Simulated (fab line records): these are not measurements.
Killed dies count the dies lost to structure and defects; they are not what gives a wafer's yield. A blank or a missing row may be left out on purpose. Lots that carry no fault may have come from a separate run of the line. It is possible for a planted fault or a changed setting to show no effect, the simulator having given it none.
Chamber matching | flow n5Finfet | aldSin-04 running N5_MOL_CONTACT_COAG_ALD_123: 4 sister chambers
The step deposits SiNx, target thk 5 nm, pulse time 1 s, purge time 2 s. 14 wafers are shown with their chamber, then 7 later ones without.

## WAFERS WITH THEIR CHAMBER
wafer  | chamber | heaterPowerW (W) | susceptorTempC (C) | chamberPressureTorr (Torr)
L080.3 | 2       | 825              | 400.25             | 1.995
L080.5 | 2       | 837              | 400.42             | 1.998
L080.6 | 1       | 794              | 400.15             | 1.998
L083.1 | 0       | 900              | 400.07             | 2.000
L083.2 | 2       | 822              | 399.75             | 1.994
L083.3 | 1       | 796              | 400.57             | 1.999
L085.1 | 2       | 833              | 399.81             | 2.000
L085.3 | 0       | 906              | 399.89             | 1.998
L085.6 | 3       | 817              | 399.66             | 2.000
L088.3 | 2       | 806              | 400.01             | 2.001
L088.5 | 1       | 780              | 400.22             | 2.003
L088.6 | 2       | 828              | 399.85             | 2.007
L092.2 | 3       | 799              | 399.81             | 2.003
L092.3 | 1       | 790              | 400.38             | 2.005

SIGNATURES, as means of the wafers listed above
reading             | chamber 0 | chamber 1 | chamber 2 | chamber 3 | scatter within a chamber
heaterPowerW        | 903.00    | 790.00    | 825.17    | 808.00    | 9.59
susceptorTempC      | 399.9800  | 400.3300  | 400.0150  | 399.7350  | 0.222
chamberPressureTorr | 1.99900   | 2.00125   | 1.99917   | 2.00150   | 0.00387
Rule: distance of a wafer from a chamber = root of the sum over the readings of ((wafer's reading minus chamber's mean) / reading's scatter) squared. If the next closest chamber is less than 2 further off than the closest, the wafer can't be placed; otherwise it belongs to the closest. The scatter: the root of (the sum of the squares of (reading less its chamber's mean) over the shown wafers, divided by (wafers less chambers)).

## WAFERS MISSING THEIR CHAMBER
wafer  | heaterPowerW (W) | susceptorTempC (C) | chamberPressureTorr (Torr)
L092.6 | 935              | 399.80             | 1.998
L094.1 | 830              | 400.05             | 1.996
L094.2 | 799              | 399.99             | 1.999
L094.5 | 831              | 400.26             | 2.002
L096.1 | 831              | 399.65             | 2.009
L096.3 | 787              | 399.78             | 2.003
L096.4 | 803              | 399.72             | 2.008

## WHICH CHAMBER EACH ONE RAN IN
wafer  | from the rows above          | in truth
L092.6 | 0                            | 0
L094.1 | 2                            | 2
L094.2 | can't be placed: 3 or 1 or 2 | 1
L094.5 | can't be placed: 2 or 3      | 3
L096.1 | can't be placed: 2 or 3      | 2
L096.3 | can't be placed: 3 or 1      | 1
L096.4 | can't be placed: 3 or 2 or 1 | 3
Placed correctly: 2 of 7. Unplaceable from these rows: 5, with the true chamber sitting among the candidates in 5. 0 placed wrongly.
